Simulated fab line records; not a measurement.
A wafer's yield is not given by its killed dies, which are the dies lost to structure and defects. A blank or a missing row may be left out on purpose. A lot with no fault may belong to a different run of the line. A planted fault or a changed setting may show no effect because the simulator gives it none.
Chamber matching / flow n5-finfet / 4 sister chambers for N5_BEOL_M0_SAQP_MANDREL1_REMOVE_100 on rie-si-05
The step chemistry HBr/Cl2/O2, target a-Si, stops on SiNx, bt time 10 s. 8 wafers are shown with their chamber, then 10 later ones without.

== WAFERS WITH THEIR CHAMBER ==
wafer=L084.6; chamber=1; throttle-valve-pct (%)=36.86; drypump-motor-current-A (A)=5.0
wafer=L085.3; chamber=1; throttle-valve-pct (%)=36.89; drypump-motor-current-A (A)=5.0
wafer=L085.6; chamber=0; throttle-valve-pct (%)=36.80; drypump-motor-current-A (A)=6.1
wafer=L088.3; chamber=2; throttle-valve-pct (%)=37.17; drypump-motor-current-A (A)=5.6
wafer=L088.5; chamber=2; throttle-valve-pct (%)=37.18; drypump-motor-current-A (A)=5.6
wafer=L088.6; chamber=3; throttle-valve-pct (%)=36.34; drypump-motor-current-A (A)=5.5
wafer=L090.2; chamber=3; throttle-valve-pct (%)=36.33; drypump-motor-current-A (A)=5.5
wafer=L090.4; chamber=0; throttle-valve-pct (%)=36.79; drypump-motor-current-A (A)=6.2

== WAFERS WITH NO CHAMBER GIVEN ==
wafer=L090.5; throttle-valve-pct (%)=36.88; drypump-motor-current-A (A)=5.0
wafer=L091.1; throttle-valve-pct (%)=36.32; drypump-motor-current-A (A)=5.5
wafer=L091.3; throttle-valve-pct (%)=37.17; drypump-motor-current-A (A)=5.6
wafer=L091.4; throttle-valve-pct (%)=36.80; drypump-motor-current-A (A)=6.1
wafer=L092.2; throttle-valve-pct (%)=36.80; drypump-motor-current-A (A)=6.2
wafer=L092.3; throttle-valve-pct (%)=36.88; drypump-motor-current-A (A)=5.0
wafer=L092.4; throttle-valve-pct (%)=36.34; drypump-motor-current-A (A)=5.5
wafer=L095.1; throttle-valve-pct (%)=36.79; drypump-motor-current-A (A)=6.1
wafer=L095.4; throttle-valve-pct (%)=36.86; drypump-motor-current-A (A)=5.0
wafer=L095.6; throttle-valve-pct (%)=37.17; drypump-motor-current-A (A)=5.6

== EACH ONE'S CHAMBER ==
wafer=L090.5; from the rows above=1; in truth=1
wafer=L091.1; from the rows above=3; in truth=3
wafer=L091.3; from the rows above=2; in truth=2
wafer=L091.4; from the rows above=0; in truth=0
wafer=L092.2; from the rows above=0; in truth=0
wafer=L092.3; from the rows above=1; in truth=1
wafer=L092.4; from the rows above=3; in truth=3
wafer=L095.1; from the rows above=0; in truth=0
wafer=L095.4; from the rows above=1; in truth=1
wafer=L095.6; from the rows above=2; in truth=2
Correctly placed: 10 of 10. Can't be placed from these rows: 0. Placed wrongly: 0.
How it was worked out, from the rows above alone: a wafer's distance from a chamber is the root of the sum, over the readings, of the square of ((its reading less the chamber's mean) divided by the reading's scatter). The wafer belongs to the nearest chamber; if the next one is less than 2 further off, it can't be placed. A chamber's mean is the mean of its shown wafers. The scatter is the square root of a quotient: the sum, over the shown wafers, of each reading's squared deviation from its chamber's mean, divided by wafers minus chambers.
